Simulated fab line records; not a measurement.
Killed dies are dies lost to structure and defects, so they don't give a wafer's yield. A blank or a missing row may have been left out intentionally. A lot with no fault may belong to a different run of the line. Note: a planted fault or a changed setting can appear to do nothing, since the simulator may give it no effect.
What tool caused it? | flow nandHarc | 39 wafers from 13 lots sampled at 5 of the route's 1159 steps

WHAT THE GAUGES SHOWED, per wafer
NHARC_P_STI_OCD_MEAS_17. Usual: trenchDepthNm 300 nm, standard deviation 3.3; trenchFootCdNm 158.4 nm, standard deviation 1.7.
lot  | measured    | on     | trenchDepthNm (nm) | trenchFootCdNm (nm) | flag
L533 | day 2 09:07 | ocd-02 | 298 300 300        | 157.5 158.9 156.3   | 
L536 | day 3 06:42 | ocd-01 | 296 304 302        | 161.9 158.8 159.2   | 
L538 | day 3 18:04 | ocd-02 | 308 300 306        | 156.6 158.5 156.5   | 
L539 | day 4 00:09 | ocd-02 | 308 306 302        | 158.0 158.6 160.2   | 
L544 | day 5 09:05 | ocd-01 | 301 296 301        | 158.0 158.3 158.5   | 
L545 | day 5 09:14 | ocd-02 | 302 301 302        | 159.5 161.0 161.9   | 
L546 | day 5 17:59 | ocd-02 | 299 296 295        | 158.4 159.1 158.9   | 
L547 | day 6 00:16 | ocd-02 | 299 298 295        | 159.9 157.9 157.4   | 
L549 | day 6 13:16 | ocd-02 | 307 302 298        | 155.2 158.8 157.0   | 
L556 | day 8 08:09 | ocd-01 | 296 294 299        | 155.7 155.9 157.8   | 

NHARC_P_STI_OCD_MEAS_43. Usual: trenchDepthNm 300 nm, standard deviation 3.3; trenchFootCdNm 158.3 nm, standard deviation 1.7.
lot  | measured    | on     | trenchDepthNm (nm) | trenchFootCdNm (nm) | flag
L533 | day 2 09:38 | ocd-02 | 298 300 300        | 157.3 158.7 156.6   | 
L536 | day 3 07:13 | ocd-02 | 296 304 302        | 161.6 159.0 159.4   | 
L538 | day 3 18:35 | ocd-01 | 307 299 306        | 157.3 158.1 157.1   | 
L539 | day 4 00:40 | ocd-01 | 308 306 302        | 157.9 158.6 159.9   | 
L544 | day 5 09:35 | ocd-01 | 302 296 301        | 157.3 157.5 158.7   | 
L545 | day 5 09:46 | ocd-02 | 302 301 302        | 160.0 160.7 162.5   | 
L546 | day 5 18:29 | ocd-01 | 300 296 294        | 158.1 159.1 158.5   | 
L547 | day 6 00:47 | ocd-01 | 299 298 295        | 159.6 157.8 157.0   | 
L549 | day 6 13:46 | ocd-01 | 307 302 298        | 155.0 158.7 156.1   | 
L556 | day 8 08:40 | ocd-02 | 297 294 298        | 155.3 156.3 157.3   | 

NHARC_END_SORT_01. Usual: killedAtArray 28, standard deviation 11; killedAtOther 0.9, standard deviation 1.2; killedAtPeriphery 2.6, standard deviation 2.1; killedDies 31, standard deviation 11; killedOpen 3.1, standard deviation 1.7; killedShort 1.9, standard deviation 1.3.
lot  | measured     | on        | killedAtArray | killedAtOther | killedAtPeriphery | killedDies  | killedOpen | killedShort | flag
L553 | day 26 21:41 | prober-02 | 15 17 21      | 0 0 0         | 662 660 656       | 677 677 677 | 4 4 7      | 0 1 1       | OFF
L554 | day 27 20:56 | prober-02 | 39 27 36      | 2 7 1         | 636 643 640       | 677 677 677 | 5 1 3      | 2 1 2       | OFF
L555 | day 27 14:03 | prober-02 | 36 30 34      | 1 1 2         | 640 646 641       | 677 677 677 | 5 2 4      | 1 2 0       | OFF

EACH LOT AND THE TOOL THAT RAN IT (in order: tool; ch and the chambers of the sampled wafers; start)
lot  | NHARC_P_ZERO_WELL_DESCUM_13      | NHARC_P_ZERO_WELL_ETCH_63
L533 | rieDiel-01 ch 0,1,3, day 1 13:26 | rieSi-05 ch 0,2,3, day 1 13:42
L536 | rieDiel-01 ch 1,2,3, day 2 07:17 | rieSi-04 ch 0,1, day 2 07:33
L538 | rieDiel-10 ch 0,1,3, day 2 19:31 | rieSi-04 ch 0,2,3, day 2 19:47
L539 | rieDiel-10 ch 0,1,3, day 3 01:25 | rieSi-05 ch 1,2,3, day 3 01:41
L544 | rieDiel-10 ch 0,3, day 4 07:28   | rieSi-02 ch 0,2,3, day 4 07:45
L545 | rieDiel-02 ch 1,2,3, day 4 13:24 | rieSi-05 ch 2,3, day 4 13:39
L546 | rieDiel-02 ch 0,2,3, day 4 19:26 | rieSi-02 ch 0,1,3, day 4 19:42
L547 | rieDiel-02 ch 1,2, day 5 01:28   | rieSi-05 ch 1,2,3, day 5 01:46
L549 | rieDiel-10 ch 0,1,2, day 5 13:29 | rieSi-05 ch 0,3, day 5 13:44
L553 | rieDiel-01 ch 0,1, day 6 13:17   | rieSi-05 ch 2,3, day 6 13:32
L554 | rieDiel-02 ch 0,3, day 6 19:24   | rieSi-02 ch 1,2, day 6 19:40
L555 | rieDiel-10 ch 0,3, day 7 01:16   | rieSi-05 ch 0,2,3, day 7 01:34
L556 | rieDiel-01 ch 0,2, day 7 07:25   | rieSi-04 ch 0,3, day 7 07:41
- NHARC_P_ZERO_WELL_DESCUM_13: chemistry O2, time 3 s.
- NHARC_P_ZERO_WELL_ETCH_63: etches the open film in HBr/Cl2, target depth 120 nm, time 40.1 s.

AS READ BY THE TOOLS THEMSELVES (means over the sampled wafers that have a number; for cases with no such wafer, the mark the record gives instead)
NHARC_P_ZERO_WELL_DESCUM_13. Usual: drypumpMotorCurrentA 5.8 A, standard deviation 0.42; oesProductAu 1.003 a.u., standard deviation 0.0071; rfVppV 57.9 V, standard deviation 0.89; showerheadPlenumPTorr 1.94 Torr, standard deviation 0.084; throttleValvePct 11.309 %, standard deviation 0.0092.
lot  | tool       | drypumpMotorCurrentA (A) | oesProductAu (a.u.) | rfVppV (V) | showerheadPlenumPTorr (Torr) | throttleValvePct (%) | flag
L533 | rieDiel-01 | 5.7                      | 1.001               | 57.5       | 1.90                         | 11.314               | 
L536 | rieDiel-01 | 5.5                      | 1.009               | 57.6       | 1.92                         | 11.310               | 
L538 | rieDiel-10 | 6.0                      | 0.997               | 57.2       | 1.93                         | 11.300               | 
L539 | rieDiel-10 | 6.0                      | 1.006               | 57.1       | 1.93                         | 11.323               | 
L544 | rieDiel-10 | 6.3                      | 0.998               | 57.3       | 1.95                         | 11.314               | 
L545 | rieDiel-02 | 5.6                      | 1.000               | 58.0       | 2.00                         | 11.316               | 
L546 | rieDiel-02 | 5.8                      | 0.997               | 57.8       | 1.94                         | 11.314               | 
L547 | rieDiel-02 | 5.6                      | 1.014               | 59.2       | 2.05                         | 11.320               | 
L549 | rieDiel-10 | 5.9                      | 1.007               | 57.4       | 1.93                         | 11.306               | 
L553 | rieDiel-01 | 5.6                      | 0.999               | 58.1       | 1.84                         | 11.308               | 
L554 | rieDiel-02 | 5.8                      | 0.999               | 58.0       | 1.87                         | 11.306               | 
L555 | rieDiel-10 | 6.4                      | 1.001               | 58.1       | 1.89                         | 11.307               | 
L556 | rieDiel-01 | 6.1                      | 0.999               | 57.9       | 1.94                         | 11.305               | 

NHARC_P_ZERO_WELL_ETCH_63. Usual: biasW 99.99 W, standard deviation 0.29; chamberPressureMTorr 15.001 mTorr, standard deviation 0.014; drypumpMotorCurrentA 5.9 A, standard deviation 0.5; heBacksideLeakSccm 2.71 sccm, standard deviation 0.24; oesProductAu 1.000 a.u., standard deviation 0.0075; throttleValvePct 26.407 %, standard deviation 0.0095.
lot  | tool     | biasW (W) | chamberPressureMTorr (mTorr) | drypumpMotorCurrentA (A) | heBacksideLeakSccm (sccm) | oesProductAu (a.u.) | throttleValvePct (%) | flag
L533 | rieSi-05 | 100.24    | 14.983                       | 6.0                      | 2.86                      | 0.998               | 26.418               | 
L536 | rieSi-04 | 100.21    | 15.006                       | 6.0                      | 2.75                      | 0.998               | 26.407               | 
L538 | rieSi-04 | 99.74     | 14.996                       | 5.8                      | 2.53                      | 0.990               | 26.403               | 
L539 | rieSi-05 | 99.73     | 15.016                       | 5.6                      | 2.92                      | 1.005               | 26.409               | 
L544 | rieSi-02 | 99.94     | 15.005                       | 6.0                      | 2.39                      | 0.993               | 26.408               | 
L545 | rieSi-05 | 99.82     | 15.001                       | 5.9                      | 2.96                      | 1.002               | 26.407               | 
L546 | rieSi-02 | 100.21    | 15.003                       | 6.3                      | 2.63                      | 1.006               | 26.401               | 
L547 | rieSi-05 | 99.92     | 14.995                       | 5.6                      | 2.82                      | 0.997               | 26.413               | 
L549 | rieSi-05 | 99.80     | 14.990                       | 6.0                      | 2.77                      | 1.010               | 26.400               | 
L553 | rieSi-05 | -         | -                            | -                        | -                         | -                   | -                    | OFF
L554 | rieSi-02 | -         | -                            | -                        | -                         | -                   | -                    | OFF
L555 | rieSi-05 | -         | -                            | -                        | -                         | -                   | -                    | OFF
L556 | rieSi-04 | 99.92     | 15.010                       | 5.8                      | 2.43                      | 0.998               | 26.417               | 

THE ANSWER, worked out from the rows above alone
Rule: a lot is off if the mean of its wafers that have a number lies more than 3 standard deviations from the usual mean. A lot without any number at a reading at which 4 lots or more have one is off too. Any other lot the step has rows for is counted as sound. The gauges are gone through in route order, then the tools' own readings, and for those a lot's mean is taken as printed above. At the first step where some lot is off, the reading lying furthest off is the one used; lots without a number count as furthest.
Off at NHARC_END_SORT_01 (killedAtPeriphery): L553, L554, L555. Neither off nor sound, because the step has no rows for them: L533, L536, L538, L539, L544, L545, L546, L547, L549, L556.
If a tool, at a process step before that reading, ran all the lots that are off and no sound lot after the first of them, it fits. The gauges at NHARC_END_SORT_01 aren't tried: what is off there is off at NHARC_P_ZERO_WELL_ETCH_63 too, on other tools, and a gauge's error can't cause that. None of those tried fits.

WHAT THE SIMULATOR PUT IN
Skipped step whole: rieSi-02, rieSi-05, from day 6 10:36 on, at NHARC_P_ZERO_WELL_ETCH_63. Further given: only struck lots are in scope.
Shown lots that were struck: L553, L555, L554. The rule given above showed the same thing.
